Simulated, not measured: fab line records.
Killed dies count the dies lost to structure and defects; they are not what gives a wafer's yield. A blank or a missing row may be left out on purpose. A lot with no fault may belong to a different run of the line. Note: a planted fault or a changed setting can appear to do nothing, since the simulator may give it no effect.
Which tool did it? :: flow nand_harc :: 6 lots, 18 wafers sampled, at 5 steps of a route of 1302

== WHAT THE GAUGES READ, wafer by wafer ==
NHARC_END_SORT_01.
lot: L892
measured: day 26 18:09
on: prober-01
defect_limited_yield (%): 0 0 0

lot: L899
measured: day 28 20:31
on: prober-02
defect_limited_yield (%): 92.8

== WHICH TOOL RAN EACH LOT (tool, then ch and the chambers of the sampled wafers, then the start) ==
lot: L889
NHARC_P_CONTACT_ETCH_35: rie_diel-11 ch 0,2, day 5 15:58
NHARC_P_CONTACT_ETCH_18: rie_diel-11 ch 0,2, day 5 20:47 or earlier
NHARC_P_M0_ETCH_15: rie_diel-02 ch 1,2,3, day 5 20:47
NHARC_P_M0_PVD_21: pvd_sputter-01, no start

lot: L892
NHARC_P_CONTACT_ETCH_35: rie_diel-11 ch 0,2, day 6 19:37
NHARC_P_CONTACT_ETCH_18: rie_diel-11 ch 0,1,3, day 7 00:13 or earlier
NHARC_P_M0_ETCH_15: rie_diel-02 ch 0,2,3, day 7 00:13
NHARC_P_M0_PVD_21: pvd_sputter-03, day 26 18:09 or earlier

lot: L899
NHARC_P_CONTACT_ETCH_35: rie_diel-06 ch 0,1,2, day 9 22:48
NHARC_P_CONTACT_ETCH_18: rie_diel-06 ch 1,2, day 10 03:26 or earlier
NHARC_P_M0_ETCH_15: rie_diel-02 ch 1,3, day 10 03:26
NHARC_P_M0_PVD_21: pvd_sputter-03, day 28 20:31 or earlier

lot: L902
NHARC_P_CONTACT_ETCH_35: rie_diel-13 ch 0,1, day 10 23:23
NHARC_P_CONTACT_ETCH_18: rie_diel-13 ch 1,2,3, day 11 03:33 or earlier
NHARC_P_M0_ETCH_15: rie_diel-02 ch 0,2, day 11 03:33
NHARC_P_M0_PVD_21: pvd_sputter-03, no start

lot: L905
NHARC_P_CONTACT_ETCH_35: rie_diel-06 ch 0,1,3, day 12 12:34
NHARC_P_CONTACT_ETCH_18: rie_diel-06 ch 0,1,2, day 12 16:49 or earlier
NHARC_P_M0_ETCH_15: rie_diel-02 ch 0,1, day 12 16:49
NHARC_P_M0_PVD_21: pvd_sputter-02, no start

lot: L910
NHARC_P_CONTACT_ETCH_35: rie_diel-06 ch 0,2,3, day 14 08:56
NHARC_P_CONTACT_ETCH_18: rie_diel-06 ch 0,1,3, day 14 13:38 or earlier
NHARC_P_M0_ETCH_15: rie_diel-07 ch 0,2,3, day 14 13:38
NHARC_P_M0_PVD_21: pvd_sputter-01, no start
- NHARC_P_CONTACT_ETCH_35: etches the open film in CF4, target depth 39 nm, time 65 s.
- NHARC_P_CONTACT_ETCH_18: etches the open film in C4F8/O2/Ar, target depth 481 nm, time 240.5 s.
- NHARC_P_M0_ETCH_15: etches the open film in C4F8/Ar, target depth 150 nm, overetch 15 nm, time 82.5 s.
- NHARC_P_M0_PVD_21: deposits Cu, target thk 30 nm, time 20.49 s.

== THE ANSWER, worked out from the rows above alone ==
Rule: the lots themselves supply what counts as usual. The widest of any qualifying gaps counts: lots, ordered by their means at a reading, are off when they make up no more than a third of the lots, leave a main group of 4 or more, and stand apart from it by 3 or more times the standard deviation of that group's means. A main group whose means are all the same, to the digits that the tables above print for the reading, isn't used. Also off: a lot with no number at a reading for which 4 or more lots have one. Where the step has rows for the other lots, those lots are counted as sound.
No lot is off on any of the readings shown, so nothing can be concluded from this.

== WHAT WAS PUT IN BY THE SIMULATOR ==
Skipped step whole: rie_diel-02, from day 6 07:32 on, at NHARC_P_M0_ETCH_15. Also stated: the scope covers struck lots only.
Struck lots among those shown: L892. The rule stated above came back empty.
